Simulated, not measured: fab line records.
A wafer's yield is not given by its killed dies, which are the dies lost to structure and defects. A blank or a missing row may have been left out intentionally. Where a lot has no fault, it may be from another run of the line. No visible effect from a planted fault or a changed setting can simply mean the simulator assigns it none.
fab line records	flow nandHarc
record: lots: 6	wafers: 18	lastDay: 33
route steps=1302 shown A_CONTACT@1044 END@1302
lots that met no fault: taken from a fault-free run of the same line
startH: hours from the record's first day to the start of the lot's first wafer shown	waitH: how many hours have passed since the lot's step before this one	" repeats the value in the row above	L1.1+2: a single row standing in for several wafers	- no value, or no start given	* or withheld: withheld	< > ~ a bound
route shown NAME@n: names a module that has steps shown in the file, with the first one's number in the route	usual: mean/standard deviation of fault-free wafers	same: alike in all rows	chamber/n: place in a boat	sites: readings site by site	_std_site: standard deviation across them	_edge_site: the outer-site mean with the inner-site mean subtracted	radiusMm: for every site, how far away it sits from the centre of the wafer	mask NAME#n: copy n	behind: the most recent tool/chamber to have shaped the wafer	hold: why the lot was held/for how many hours/how that ended	device: the n, p or np transistor that did not switch	end of line: the same wafers' tests at the end of the route	for a step that has no rows: nothing shown but its recipe	killed: not the wafer's yield, but the dies lost to structure and defects at the first sort	map: per-die view of a wafer (x killed, . not killed, _ where there is no die)
set.NAME: setting as actually run; set.NAME@STEP: the setting as run at that earlier step	model.NAME: the simulator's own value behind a step, which no gauge read
a table for each step, a row for each wafer; lots at some steps of the route
services: a tool's chamber out of use, with start hour (startH, from the record's first day; less than 0 if before it), hours out, and reason
== steps ==
step: NHARC_A_CONTACT_ETCH_76
recipe: targetDepthA: 2600	overEtchFrac: 0.3	timeS: 475.3	ionEnergyEv: 200	n2FlowSccm: 150	h2FlowSccm: 150	arFlowSccm: 0	rfW: 400	biasW: 150	chemistry: N2/H2
step: NHARC_A_CONTACT_ETCH_77
recipe: targetDepthA: 1089	timeS: 54.5	cf4FlowSccm: 100	chf3FlowSccm: 30	arFlowSccm: 0	rfW: 500	biasW: 200	chemistry: CF4/CHF3
usual: cf4FlowSccm: 100.0/0.33	drypumpMotorCurrentA: 5.6/0.49	oesProductAu: 0.936/0.019	rfVppV: 370.5/2.3	showerheadPlenumPTorr: 1.57/0.066	throttleValvePct: 16.801/0.0087
lot.wafer	tool	chamber	startH	waitH	cf4FlowSccm	drypumpMotorCurrentA	oesProductAu	rfHoursCounterH	rfVppV	showerheadPlenumPTorr	throttleValvePct
L209.3	rieDiel-10	3	-	-	100.1	4.6	0.921	58	371.1	1.57	16.822
L209.2	"	1	"	"	100.3	6.4	0.923	54	367.8	1.49	16.820
L209.5	"	3	"	"	100.0	4.6	0.920	-	369.4	1.57	16.823
L212.1	rieDiel-03	3	-	-	100.2	5.4	0.934	47	368.8	1.49	16.804
L212.4	"	0	"	"	100.0	6.3	0.920	41	368.2	1.50	16.804
L212.6	"	1	"	"	99.5	6.2	0.921	-	374.3	1.69	16.800
L215.2	rieDiel-03	2	-	-	99.7	5.2	0.947	60	372.6	1.62	16.798
L215.5	"	3	"	"	100.2	5.4	0.956	-	368.3	1.49	16.792
L215.4	"	2	"	"	99.8	5.2	0.939	-	372.2	1.62	16.807
L214.1	rieDiel-05	2	-	-	100.0	5.8	0.917	0	370.7	1.57	16.798
L214.4	"	0	"	"	100.5	5.5	0.914	1	369.5	1.54	16.800
L214.6	"	1	"	"	100.0	5.5	0.929	-	373.2	1.64	16.813
L223.1	rieDiel-05	1	-	-	100.1	5.5	0.965	15	372.3	1.64	16.791
L223.4	"	2	"	"	99.9	5.8	0.966	16	370.5	1.56	16.806
L223.6	"	0	"	"	99.8	5.5	0.967	-	369.5	1.53	16.785
L226.3	rieDiel-05	1	-	-	100.5	5.5	0.922	19	373.0	1.64	16.798
L226.1	"	2	"	"	99.8	5.8	0.911	20	370.6	1.56	16.794
L226.5	"	1	"	"	100.5	5.5	0.934	-	373.2	1.64	16.800
step: NHARC_A_CONTACT_ETCH_78
recipe: targetDepthA: 53000	overEtchFrac: 0.3	timeS: 1378	ionEnergyEv: 150	o2FlowSccm: 400	cosFlowSccm: 20	arFlowSccm: 0	rfW: 500	biasW: 300	chemistry: O2/COS
step: NHARC_A_CONTACT_ETCH_124
recipe: sourceW: withheld	pressureMtorr: 20	biasV: withheld	timeS: 140	targetDepthA: 7000	arFlowSccm: withheld	c4f8FlowSccm: withheld	o2FlowSccm: withheld	chemistry: C4F8/O2/Ar
step: NHARC_A_CONTACT_ETCH_125
recipe: sourceW: withheld	pressureMtorr: 20	biasV: 3000	timeS: 197	targetDepthA: 19180	arFlowSccm: withheld	c4f8FlowSccm: withheld	o2FlowSccm: withheld	chemistry: C4F8/O2/Ar
step: NHARC_A_CONTACT_ETCH_126
recipe: sourceW: withheld	pressureMtorr: 20	biasV: 3000	timeS: 197	targetDepthA: 19180	arFlowSccm: withheld	c4f8FlowSccm: withheld	o2FlowSccm: withheld	chemistry: C4F8/O2/Ar
step: NHARC_A_CONTACT_ETCH_127
recipe: sourceW: withheld	pressureMtorr: 20	biasV: 3000	timeS: 197	targetDepthA: 19180	arFlowSccm: withheld	c4f8FlowSccm: withheld	o2FlowSccm: withheld	chemistry: C4F8/O2/Ar
lot.wafer	tool	chamber	startH	waitH	rfHoursCounterH
L209.2	harCapEtch-02	1	574.70	0.1	98
L209.3	"	1	"	"	-
L209.5	"	1	"	"	-
L212.1	harCapEtch-01	1	600.62	0.1	18
L212.4	"	1	"	"	-
L212.6	"	0	"	"	-
L215.2	harCapEtch-01	1	616.69	0.1	22
L215.4	"	0	"	"	-
L215.5	"	0	"	"	-
L214.1	harCapEtch-01	1	625.90	0.1	23
L214.4	"	1	"	"	-
L214.6	"	0	"	"	-
L223.1	harCapEtch-02	1	711.27	0.1	121
L223.4	"	1	"	"	-
L223.6	"	1	"	"	-
L226.1	harCapEtch-03	1	723.15	0.1	86
L226.3	"	1	"	"	-
L226.5	"	0	"	"	-
step: NHARC_A_CONTACT_ETCH_128
recipe: sourceW: withheld	pressureMtorr: 20	biasV: 3000	timeS: 197	targetDepthA: 19180	arFlowSccm: withheld	c4f8FlowSccm: withheld	o2FlowSccm: withheld	chemistry: C4F8/O2/Ar
step: NHARC_A_CONTACT_ETCH_129
recipe: sourceW: withheld	pressureMtorr: 20	biasV: 3000	timeS: 197	targetDepthA: 19180	arFlowSccm: withheld	c4f8FlowSccm: withheld	o2FlowSccm: withheld	chemistry: C4F8/O2/Ar
step: NHARC_A_CONTACT_ETCH_130
recipe: sourceW: withheld	pressureMtorr: 20	biasV: 3000	timeS: 197	targetDepthA: 19180	arFlowSccm: withheld	c4f8FlowSccm: withheld	o2FlowSccm: withheld	chemistry: C4F8/O2/Ar
step: NHARC_A_CONTACT_ETCH_131
recipe: sourceW: withheld	pressureMtorr: 20	biasV: 3000	timeS: 197	targetDepthA: 19180	arFlowSccm: withheld	c4f8FlowSccm: withheld	o2FlowSccm: withheld	chemistry: C4F8/O2/Ar
step: NHARC_A_CONTACT_ETCH_132
recipe: sourceW: withheld	pressureMtorr: 20	biasV: 3000	timeS: 197	targetDepthA: 19240	arFlowSccm: withheld	c4f8FlowSccm: withheld	o2FlowSccm: withheld	chemistry: C4F8/O2/Ar
lot.wafer	tool	chamber	startH	waitH	rfHoursCounterH
L209.2	harCapEtch-02	1	575.60	0.2	99
L209.3	"	1	"	"	-
L209.5	"	1	"	"	-
L212.1	harCapEtch-01	1	601.50	0.1	19
L212.4	"	1	"	"	-
L212.6	"	0	"	"	-
L215.2	harCapEtch-01	1	617.57	0.1	22
L215.4	"	0	"	"	-
L215.5	"	0	"	"	-
L214.1	harCapEtch-01	1	626.78	0.1	24
L214.4	"	1	"	"	-
L214.6	"	0	"	"	-
L223.1	harCapEtch-02	1	712.15	0.2	122
L223.4	"	1	"	"	-
L223.6	"	1	"	"	-
L226.1	harCapEtch-03	1	724.03	0.1	87
L226.3	"	1	"	"	-
L226.5	"	0	"	"	-
step: NHARC_A_CONTACT_ETCH_133
recipe: sourceW: withheld	pressureMtorr: 20	biasV: 400	timeS: 374	targetDepthA: 16100	arFlowSccm: withheld	c4f8FlowSccm: 11.5	o2FlowSccm: 7.2	chemistry: C4F8/O2/Ar
lot.wafer	tool	chamber	startH	waitH	rfHoursCounterH
L209.2	harCapEtch-02	1	575.77	0.1	99
L209.3	"	1	"	"	-
L209.5	"	1	"	"	-
L212.1	harCapEtch-01	1	601.72	0.2	19
L212.4	"	1	"	"	-
L212.6	"	0	"	"	-
L215.2	harCapEtch-01	1	617.75	0.1	23
L215.4	"	0	"	"	-
L215.5	"	0	"	"	-
L214.1	harCapEtch-01	1	627.00	0.2	24
L214.4	"	1	"	"	-
L214.6	"	0	"	"	-
L223.1	harCapEtch-02	1	712.33	0.2	122
L223.4	"	1	"	"	-
L223.6	"	1	"	"	-
L226.1	harCapEtch-03	1	724.21	0.1	87
L226.3	"	1	"	"	-
L226.5	"	0	"	"	-
step: NHARC_A_CONTACT_ETCH_91
recipe: targetDepthA: 400	overEtchFrac: 0.5	timeS: 85.7	ionEnergyEv: 120	ch3fFlowSccm: 50	o2FlowSccm: 30	arFlowSccm: 200	rfW: 500	biasW: 100	chemistry: CH3F/O2
step: NHARC_A_CONTACT_ETCH_97
recipe: targetDepthA: 200	overEtchFrac: 0.5	timeS: 10	ionEnergyEv: 250	c4f6FlowSccm: 25	o2FlowSccm: 20	arFlowSccm: 500	rfW: 600	biasW: 500	chemistry: C4F6/O2
step: NHARC_A_CONTACT_CD_MEAS_80
usual: cdNm: 289.5/0.81
lot.wafer	tool	chamber	startH	waitH	cdNm
L209.2	cdSem-03	-	576.80	-	289.0
L209.3	"	-	"	"	288.6
L209.5	"	-	"	"	288.4
L212.1	cdSem-02	-	602.65	-	290.7
L212.4	"	-	"	"	290.4
L212.6	"	-	"	"	290.0
L215.2	cdSem-03	-	618.76	-	289.7
L215.4	"	-	"	"	289.2
L215.5	"	-	"	"	289.4
L214.1	cdSem-03	-	627.97	-	290.1
L214.4	"	-	"	"	290.8
L214.6	"	-	"	"	291.3
L223.1	cdSem-02	-	713.44	-	288.7
L223.4	"	-	"	"	289.6
L223.6	"	-	"	"	289.3
L226.1	cdSem-01	-	725.21	-	290.0
L226.3	"	-	"	"	290.7
L226.5	"	-	"	"	290.5
step: NHARC_A_CONTACT_STRIP_103
recipe: n2FlowSccm: 150	h2FlowSccm: 150	arFlowSccm: 0	biasW: 0	chemistry: N2/H2
step: NHARC_A_CONTACT_STRIP_104
recipe: cf4FlowSccm: 100	chf3FlowSccm: 30	arFlowSccm: 0	biasW: 0	chemistry: CF4/CHF3
step: NHARC_A_CONTACT_STRIP_105
recipe: o2FlowSccm: 400	cosFlowSccm: 20	arFlowSccm: 0	biasW: 0	chemistry: O2/COS
step: NHARC_A_CONTACT_ETCH_106
recipe: targetDepthA: 900	overetchA: 90	timeS: 49.5	ionEnergyEv: 100	cf4FlowSccm: 80	o2FlowSccm: 20	arFlowSccm: 0	rfW: 300	biasW: 100	chemistry: CF4/O2
usual: cf4FlowSccm: 79.97/0.24	drypumpMotorCurrentA: 5.5/0.48	oes_f_703_au: 1.000/0.0046	oesProductAu: 1.001/0.0091	rfVppV: 197.7/1.4	showerheadPlenumPTorr: 1.33/0.051	throttleValvePct: 13.397/0.0088
lot.wafer	tool	chamber	startH	waitH	cf4FlowSccm	drypumpMotorCurrentA	oes_f_703_au	oesProductAu	rfHoursCounterH	rfVppV	showerheadPlenumPTorr	throttleValvePct
L209.3	rieDiel-05	2	577.13	0.1	79.87	5.8	1.005	1.004	28	197.5	1.33	13.381
L209.2	"	0	"	"	80.19	5.5	1.005	1.021	28	196.4	1.30	13.407
L209.5	"	0	"	"	79.99	5.5	1.005	1.016	-	196.4	1.30	13.388
L212.1	rieDiel-05	1	603.15	0.1	80.01	5.5	0.996	1.000	29	199.5	1.40	13.414
L212.4	"	2	"	"	79.93	5.8	0.993	1.003	33	198.1	1.33	13.390
L212.6	"	2	"	"	79.75	5.8	1.000	1.002	-	197.3	1.33	13.391
L215.2	rieDiel-05	0	619.05	0.1	79.91	5.5	0.997	0.988	0	195.0	1.30	13.399
L215.4	"	3	"	"	79.97	4.9	1.003	0.997	0	196.8	1.28	13.403
L215.5	"	0	"	"	80.22	5.5	1.001	0.996	-	197.7	1.30	13.392
L214.4	rieDiel-05	3	628.26	0.1	79.37	4.9	0.993	1.004	2	196.7	1.28	13.378
L214.1	"	1	"	"	79.90	5.5	0.991	1.001	2	199.2	1.40	13.404
L214.6	"	0	"	"	80.20	5.5	1.005	0.994	-	196.8	1.30	13.396
L223.4	rieDiel-03	2	713.75	0.1	79.47	5.2	1.001	0.990	22	200.7	1.37	13.384
L223.1	"	3	"	"	79.87	5.4	1.000	0.986	17	195.4	1.25	13.398
L223.6	"	0	"	"	79.58	6.2	0.994	0.992	-	197.0	1.27	13.410
L226.1	rieDiel-05	3	725.51	0.1	80.30	4.9	0.995	1.009	20	196.2	1.28	13.391
L226.3	"	1	"	"	80.05	5.5	1.001	1.004	21	199.5	1.39	13.386
L226.5	"	3	"	"	79.77	4.9	0.998	0.995	-	197.2	1.28	13.401
step: NHARC_A_CONTACT_STRIP_82
recipe: o2FlowSccm: 500	arFlowSccm: 0	biasW: 0	chemistry: O2
step: NHARC_A_CONTACT_STRIP_83
recipe: timeS: 600	tempC: 30	chemistry: postEtchResidueRemover
step: NHARC_A_CONTACT_DEP_84
recipe: targetThkA: 28000	tempC: 400	material: aC
step: NHARC_A_CONTACT_DEP_85
recipe: targetThkA: 600	targetThkNm: 60	tempC: 400	pressureTorr: 3.5	flowSccm: 200	rfW: 350	material: SiON
step: NHARC_A_CONTACT_DEHYDRATE_00
recipe: tempC: 150	timeS: 120
step: NHARC_A_CONTACT_HMDS_01
recipe: timeS: 30
step: NHARC_A_CONTACT_COAT_86
recipe: tempC: 260	timeS: 75
step: NHARC_A_CONTACT_COAT_87
recipe: tempC: 225	timeS: 65
step: NHARC_A_CONTACT_COAT_02
recipe: spinRpm: 1500	resistThkNm: 90
step: NHARC_A_CONTACT_SOFTBAKE_03
recipe: tempC: 105	timeS: 55
step: NHARC_A_CONTACT_EBR_04
step: NHARC_A_CONTACT_EXPOSE_05
recipe: na: 1.35	sigmaOuter: 0.8	doseMj: 84.24	maskId: A_CC
step: NHARC_A_CONTACT_PEB_06
recipe: pebTempC: 100	pebTimeS: 65
step: NHARC_A_CONTACT_DEVELOP_07
recipe: developTimeS: 35	devTempC: 23
step: NHARC_A_CONTACT_CD_MEAS_08
recipe: targetCdNm: 200	landingEnergyEv: 500
usual: cdNm: 199.9/0.51
lot.wafer	tool	chamber	startH	waitH	cdNm
L209.2	cdSem-01	0	584.79	-	199.2
L209.3	"	0	"	"	200.0
L209.5	"	0	"	"	198.8
L212.1	cdSem-01	0	606.16	-	200.2
L212.4	"	0	"	"	200.1
L212.6	"	0	"	"	200.1
L215.2	cdSem-02	0	626.74	-	200.3
L215.4	"	0	"	"	200.4
L215.5	"	0	"	"	200.1
L214.1	cdSem-03	0	634.67	-	199.6
L214.4	"	0	"	"	199.8
L214.6	"	0	"	"	199.8
L223.1	cdSem-01	0	717.02	-	199.7
L223.4	"	0	"	"	200.4
L223.6	"	0	"	"	200.2
L226.1	cdSem-01	0	729.84	-	199.5
L226.3	"	0	"	"	199.0
L226.5	"	0	"	"	199.8
step: NHARC_A_CONTACT_OVL_MEAS_09
usual: overlayXNm: 0.3/0.93	overlayYNm: -0.2/0.8
lot.wafer	tool	chamber	startH	waitH	overlayXNm	overlayYNm
L209.2	overlay-01	-	584.88	-	1.0	1.4
L209.3	"	-	"	"	0.8	0.8
L209.5	"	-	"	"	1.3	1.0
L212.1	overlay-01	-	606.25	-	1.3	0.2
L212.4	"	-	"	"	1.1	0.0
L212.6	"	-	"	"	0.8	-0.2
L215.2	overlay-01	-	626.83	-	1.0	-0.2
L215.4	"	-	"	"	1.2	-0.6
L215.5	"	-	"	"	0.6	-0.2
L214.1	overlay-01	-	634.76	-	0.6	0.5
L214.4	"	-	"	"	0.4	0.6
L214.6	"	-	"	"	0.5	0.5
L223.1	overlay-02	-	717.10	-	-0.4	-1.1
L223.4	"	-	"	"	-0.6	-0.9
L223.6	"	-	"	"	-1.2	-0.6
L226.1	overlay-02	-	729.93	-	0.9	-0.5
L226.3	"	-	"	"	0.9	-0.5
L226.5	"	-	"	"	1.4	-0.3
step: NHARC_A_CONTACT_DESCUM_13
recipe: timeS: 3	o2FlowSccm: 200	arFlowSccm: 0	biasPowerW: 0	chemistry: O2
usual: drypumpMotorCurrentA: 5.5/0.47	oesProductAu: 1.001/0.0083	rfVppV: 57.8/0.83	showerheadPlenumPTorr: 1.90/0.073	throttleValvePct: 11.311/0.0092
lot.wafer	tool	chamber	startH	waitH	hold	drypumpMotorCurrentA	oesProductAu	rfHoursCounterH	rfVppV	showerheadPlenumPTorr	throttleValvePct
L209.2	rieDiel-03	1	584.98	0.1	-	6.2	1.006	38	57.0	2.06	11.312
L209.3	"	3	"	"	-	5.3	1.010	42	56.9	1.81	11.311
L209.5	"	1	"	"	-	6.2	1.010	-	58.8	2.06	11.309
L212.1	rieDiel-03	0	606.77	0.5	-	6.3	0.999	45	57.8	1.82	11.302
L212.4	"	2	"	"	-	5.2	0.999	56	57.6	1.97	11.310
L212.6	"	3	"	"	-	5.4	1.003	-	58.4	1.80	11.324
L215.4	rieDiel-05	2	636.06	9.0	awaitDispo/8.9h/release	5.8	1.002	1	57.1	1.90	11.326
L215.2	"	3	"	"	awaitDispo/8.9h/release	4.9	1.011	1	57.6	1.84	11.316
L215.5	"	1	"	"	awaitDispo/8.9h/release	5.5	1.014	-	59.2	2.00	11.308
L214.1	rieDiel-10	0	643.34	8.4	awaitDispo/8.3h/release	5.5	0.998	7	59.9	1.90	11.299
L214.4	"	3	"	"	awaitDispo/8.3h/release	4.7	1.002	7	58.7	1.91	11.325
L214.6	"	1	"	"	awaitDispo/8.3h/release	6.4	0.988	-	56.5	1.80	11.325
L223.4	rieDiel-05	1	717.21	0.1	-	5.5	1.006	18	58.3	2.00	11.323
L223.1	"	3	"	"	-	4.9	0.996	18	56.8	1.83	11.312
L223.6	"	0	"	"	-	5.5	0.987	-	58.9	1.86	11.322
L226.1	rieDiel-05	3	730.03	0.1	-	4.9	0.997	21	58.2	1.83	11.311
L226.3	"	2	"	"	-	5.8	0.983	22	56.5	1.90	11.318
L226.5	"	0	"	"	-	5.5	0.992	-	56.9	1.86	11.300
step: NHARC_A_CONTACT_ETCH_88
recipe: targetDepthA: 390	overEtchFrac: 0.3	timeS: 65	ionEnergyEv: 80	cf4FlowSccm: 150	arFlowSccm: 0	rfW: 300	biasW: 100	chemistry: CF4
usual: cf4FlowSccm: 150.0/0.43	drypumpMotorCurrentA: 5.5/0.46	oesProductAu: 0.999/0.0098	rfVppV: 151.1/1.1	showerheadPlenumPTorr: 1.76/0.062	throttleValvePct: 13.283/0.0085
same: overEtchFrac: 0.3
lot.wafer	tool	chamber	startH	waitH	cf4FlowSccm	drypumpMotorCurrentA	oesProductAu	rfHoursCounterH	rfVppV	showerheadPlenumPTorr	throttleValvePct
L209.3	rieDiel-03	3	585.06	0.1	149.9	5.3	1.003	42	149.0	1.68	13.270
L209.2	"	0	"	"	150.2	6.3	0.995	36	149.5	1.69	13.284
L209.5	"	0	"	"	150.6	6.3	1.005	-	149.5	1.69	13.300
L212.4	rieDiel-03	1	606.85	0.1	150.4	6.2	1.004	49	151.6	1.89	13.288
L212.1	"	3	"	"	149.8	5.4	1.007	53	150.0	1.67	13.288
L212.6	"	1	"	"	150.6	6.2	1.006	-	153.5	1.89	13.292
L215.4	rieDiel-05	3	636.16	0.1	150.8	4.8	0.991	1	150.6	1.70	13.282
L215.2	"	1	"	"	149.2	5.5	0.991	2	152.1	1.85	13.282
L215.5	"	0	"	"	149.6	5.5	0.992	-	150.3	1.73	13.288
L214.1	rieDiel-10	1	643.44	0.1	150.2	6.4	0.999	5	150.6	1.67	13.296
L214.4	"	2	"	"	150.4	6.1	0.989	8	152.0	1.87	13.279
L214.6	"	0	"	"	150.3	5.5	1.003	-	150.2	1.76	13.288
L223.1	rieDiel-05	1	717.29	0.1	149.8	5.5	1.004	18	151.2	1.84	13.263
L223.4	"	2	"	"	150.3	5.8	0.985	19	151.4	1.76	13.286
L223.6	"	0	"	"	150.5	5.5	0.982	-	149.8	1.72	13.274
L226.1	rieDiel-05	0	730.11	0.1	150.0	5.5	0.990	21	151.3	1.72	13.288
L226.3	"	1	"	"	149.4	5.5	1.003	22	151.7	1.84	13.290
L226.5	"	1	"	"	150.0	5.5	1.005	-	150.4	1.84	13.277
step: NHARC_END_SORT_01
recipe: tempC: 25
usual: killedAtArray: 59/20	killedAtOther: 0.8/1	killedAtPeriphery: 3.2/2.1	killedDies: 63/21	killedOpen: 3.0/1.9	killedShort: 2.3/1.5
same: grossDies: 677
lot.wafer	tool	chamber	startH	waitH	killedAtArray	killedAtOther	killedAtPeriphery	killedDies	killedOpen	killedShort
L209.2	prober-01	0	638.29	2.8	69	0	1	70	4	3
L209.3	prober-01	0	639.08	3.1	69	0	3	72	1	1
L209.5	prober-01	0	640.68	3.7	57	1	3	61	1	3
L215.2	prober-01	0	704.20	2.8	183	0	2	185	1	0
L215.4	prober-01	0	705.79	3.4	165	0	0	165	0	2
L215.5	prober-01	0	706.59	3.7	174	0	0	174	1	2
L214.1	prober-01	0	712.48	2.5	153	0	3	156	5	4
L214.4	prober-01	0	714.85	3.4	162	0	0	162	4	2
L214.6	prober-01	0	716.44	4.0	139	0	3	142	3	1
killed by level:class
L209.2 A_SLIT:chamberFilmFlake=31 A_CHANNEL_HOLE_D1:chamberFilmFlake=10 A_CHANNEL_HOLE_D2:chamberFilmFlake=7 A_CONTACT:chamberFilmFlake=7 A_STAIRCASE:chamberFilmFlake=2 A_WL_FILL:chamberFilmFlake=2 A_SOURCE_PLATE:geometricParticle:open=1 A_ONON_D2:geometricParticle:short=1
L209.3 A_SLIT:chamberFilmFlake=35 A_CHANNEL_HOLE_D2:chamberFilmFlake=15 A_CONTACT:chamberFilmFlake=6 A_STAIRCASE:chamberFilmFlake=5 A_CHANNEL_HOLE_D1:chamberFilmFlake=3 A_SGD_CUT:chamberFilmFlake=3 P_CONTACT:geometricParticle:open=1 A_ONON_D2:geometricParticle:short=1
L209.5 A_SLIT:chamberFilmFlake=30 A_CHANNEL_HOLE_D2:chamberFilmFlake=7 A_CONTACT:chamberFilmFlake=7 A_CHANNEL_HOLE_D1:chamberFilmFlake=4 A_SGD_CUT:chamberFilmFlake=4 A_WL_FILL:chamberFilmFlake=2 P_M0:geometricParticle:short=1 P_M2:geometricParticle:short=1
L215.2 A_CONTACT:unspecified=89 A_SLIT:chamberFilmFlake=29 A_CHANNEL_HOLE_D1:chamberFilmFlake=25 A_CHANNEL_HOLE_D2:chamberFilmFlake=18 A_STAIRCASE:chamberFilmFlake=9 A_CONTACT:chamberFilmFlake=6 A_SGD_CUT:chamberFilmFlake=4 A_ZERO_WELL:chamberFilmFlake=2
L215.4 A_CONTACT:unspecified=83 A_CHANNEL_HOLE_D1:chamberFilmFlake=29 A_SLIT:chamberFilmFlake=20 A_CHANNEL_HOLE_D2:chamberFilmFlake=13 A_CONTACT:chamberFilmFlake=8 A_STAIRCASE:chamberFilmFlake=4 A_SGD_CUT:chamberFilmFlake=3 A_DECK1_JOINT:geometricParticle:short=1
L215.5 A_CONTACT:unspecified=96 A_CHANNEL_HOLE_D1:chamberFilmFlake=29 A_SLIT:chamberFilmFlake=26 A_CONTACT:chamberFilmFlake=7 A_CHANNEL_HOLE_D2:chamberFilmFlake=5 A_ZERO_WELL:chamberFilmFlake=3 A_STAIRCASE:chamberFilmFlake=2 A_M1:chamberFilmFlake=2
L214.1 A_CONTACT:unspecified=97 A_SLIT:chamberFilmFlake=24 A_CHANNEL_HOLE_D1:chamberFilmFlake=8 A_CONTACT:chamberFilmFlake=7 A_SGD_CUT:chamberFilmFlake=4 A_CHANNEL_HOLE_D2:chamberFilmFlake=2 A_STAIRCASE:chamberFilmFlake=2 A_WL_FILL:chamberFilmFlake=2
L214.4 A_CONTACT:unspecified=99 A_SLIT:chamberFilmFlake=34 A_CONTACT:chamberFilmFlake=9 A_SGD_CUT:chamberFilmFlake=5 A_CHANNEL_HOLE_D1:chamberFilmFlake=4 A_ONON_D1:geometricParticle:open=3 A_STAIRCASE:chamberFilmFlake=3 A_M1:chamberFilmFlake=2
L214.6 A_CONTACT:unspecified=85 A_SLIT:chamberFilmFlake=29 A_CONTACT:chamberFilmFlake=7 A_CHANNEL_HOLE_D1:chamberFilmFlake=4 A_STAIRCASE:chamberFilmFlake=4 P_STI:chamberFilmFlake=2 A_CHANNEL_HOLE_D2:chamberFilmFlake=2 A_WL_FILL:chamberFilmFlake=2
map L214.4 (x killed, . not)
____________.____________
_________......._________
_______..........._______
______.x...........______
_____..............._____
____................x____
____.................____
___......xx.........x.___
___......x..x.........___
__.....................__
__.....................__
_....x.................._
_.x...xxx.........x..x.._
_x........xx.x...x.x...._
_......xx.x......xxxxxx._
_......xxx...x..xxxxxxxx_
.........xx....x.xxxxxxx.
.......xxxx....xxxxxxxxx.
.x..x....xxxx.xxxxxxxxxxx
........xxxx.x.xxxxxxxxxx
.......xx.xx...xxxxxxxxxx
_..x...xx.xx..xxxxxxxxx._
_.......xxx..xx.xxxxxxxx_
_...............xxxxxxxx_
_................xxxx.xx_
_..................xxx.._
__..................x..__
__...............x...x.__
___.............x....x___
___............x..x...___
____.................____
____.................____
_____............x.._____
______.............______
_______..........._______
_________......._________
____________.____________
map L215.2 (x killed, . not)
____________.____________
_________......._________
_______..........._______
______.............______
_____............x.x_____
____..............x.x____
____.............xxxx____
___..............xxxxx___
___...............xx.x___
__...............x.xx..__
__........x.....x.xxx..__
_...x...........x..xx..._
_.....x............x...._
_.x.......x.x..x.x.x...._
_......xx....xxxx.xxx.x._
_...xx.......xx.xxxxxx.x_
..........xxx..xxxxxxxxx.
...xx.....x.x.xxxxxxxxxxx
.......xx.x.x.xxxxxxxxxxx
.......x..x..xxxxxxxxxxx.
........xx..xxxxxxxxxxxx.
_........xxx.xxxxxxxxxxx_
_..............xxxxxxxxx_
_..............xxxxxxxxx_
_..............xxx.xxxx._
_.................xxxxxx_
__.......x.......xx....__
__.....x..........xx.x.__
___..............x....___
___...x...............___
____...............x.____
____....x............____
_____.x............._____
______............x______
_______..........x_______
_________......._________
____________.____________
== services ==
tool	chamber	startH	hours	kind
rieDiel-05	0	560.76	-	clean
rieDiel-05	1	560.76	-	clean
rieDiel-05	2	560.76	-	clean
rieDiel-05	3	560.76	-	clean
rieDiel-05	1	573.90	24.5	repair
rieDiel-05	0	585.37	-	clean
rieDiel-05	2	585.37	-	clean
rieDiel-05	3	585.37	-	clean
harCapEtch-01	-	594.01	2.2	repair
rieDiel-10	-	598.42	9.0	pm
rieDiel-05	-	606.25	9.0	pm
rieDiel-05	0	606.25	9.0	ventCycle
rieDiel-05	1	606.25	9.0	ventCycle
rieDiel-05	2	606.25	9.0	ventCycle
rieDiel-05	3	606.25	9.0	ventCycle
rieDiel-03	0	613.32	12.3	repair
rieDiel-03	-	638.93	9.0	pm
rieDiel-10	-	643.79	0.8	repair
rieDiel-05	-	659.51	10.5	repair
rieDiel-03	-	677.90	0.5	repair
harCapEtch-01	-	682.50	2.5	repair
rieDiel-05	0	685.51	4.9	repair
rieDiel-10	2	687.34	5.2	repair
rieDiel-05	2	687.88	1.9	repair
== key ==
firstSign: step: NHARC_END_SORT_01	reading: killedAtArray	direction: up	sigmas: 5.1	usual: 59	struck: 163
effect: step: NHARC_END_SORT_01	reading: killedDies	direction: up	sigmas: 4.9	usual: 63	struck: 164
moreKillsBornAt: NHARC_A_CONTACT_ETCH_133@harCapEtch-01: 549
metAt NHARC_A_CONTACT_ETCH_133
struckWafers L214.1,L214.4,L214.6,L215.2,L215.4,L215.5
testerLeftOut L214,L215
onsetBetween 601.72 617.75
alsoFits NHARC_A_CONTACT_ETCH_127:harCapEtch-01,NHARC_A_CONTACT_ETCH_132:harCapEtch-01
fault: kind: chamberParticleSource	tool: harCapEtch-01	chamber: -	onsetH: 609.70	steps: NHARC_A_CONTACT_ETCH_133	ratePerVisitCm2: 1.4814	endH: 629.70
testerLeftOut: of these lots the tester's yield and bins aren't shown, on N5 and GAA mostly nor the transistor test; their killed dies are dies lost to structure and defects alone, not to doping, threshold or leakage, so they don't give the yield
